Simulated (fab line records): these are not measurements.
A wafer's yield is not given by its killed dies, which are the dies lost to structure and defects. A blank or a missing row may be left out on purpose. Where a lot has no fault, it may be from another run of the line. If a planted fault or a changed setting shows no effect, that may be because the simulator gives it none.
Matching of chambers + flow n5_finfet + rie_diel-02 running N5_BEOL_M9_ETCH_66: 4 sister chambers
The step etches SOC in N2/H2, target depth 80 nm, overetch 16 nm, time 120 s. 4 wafers are shown with their chamber, then 10 later ones without.

## WAFERS WITH THEIR CHAMBER
| wafer  | chamber | drypump_motor_current_A (A) |
|--------|---------|-----------------------------|
| L089.2 | 1       | 6.3                         |
| L083.5 | 3       | 5.8                         |
| L087.1 | 2       | 6.0                         |
| L087.4 | 0       | 5.7                         |

## WAFERS WHOSE CHAMBER IS MISSING
| wafer  | drypump_motor_current_A (A) |
|--------|-----------------------------|
| L087.6 | 5.7                         |
| L092.1 | 5.8                         |
| L092.2 | 6.0                         |
| L092.6 | 6.3                         |
| L097.1 | 6.3                         |
| L097.2 | 5.6                         |
| L097.5 | 6.3                         |
| L095.4 | 5.8                         |
| L095.5 | 6.0                         |
| L095.6 | 6.3                         |

## CHAMBER TAKEN BY EACH
| wafer  | from the rows above | in truth |
|--------|---------------------|----------|
| L087.6 | 0                   | 0        |
| L092.1 | 3                   | 3        |
| L092.2 | 2                   | 2        |
| L092.6 | 1                   | 1        |
| L097.1 | 1                   | 1        |
| L097.2 | 0                   | 0        |
| L097.5 | 1                   | 1        |
| L095.4 | 3                   | 3        |
| L095.5 | 2                   | 2        |
| L095.6 | 1                   | 1        |
Correctly placed: 10 of 10. Can't be placed from these rows: 0. Placed wrongly: 0.
How it was worked out, from the rows above alone: a wafer's distance from a chamber is the root of the sum, over the readings, of the square of ((its reading less the chamber's mean) divided by the reading's scatter). The wafer belongs to the nearest chamber; if the next one is less than 2 further off, it can't be placed. Each chamber's mean is taken over the wafers shown for it. The scatter: with one shown wafer a chamber, the root of the mean of the squares of how far each hidden wafer lies from its nearest shown one.
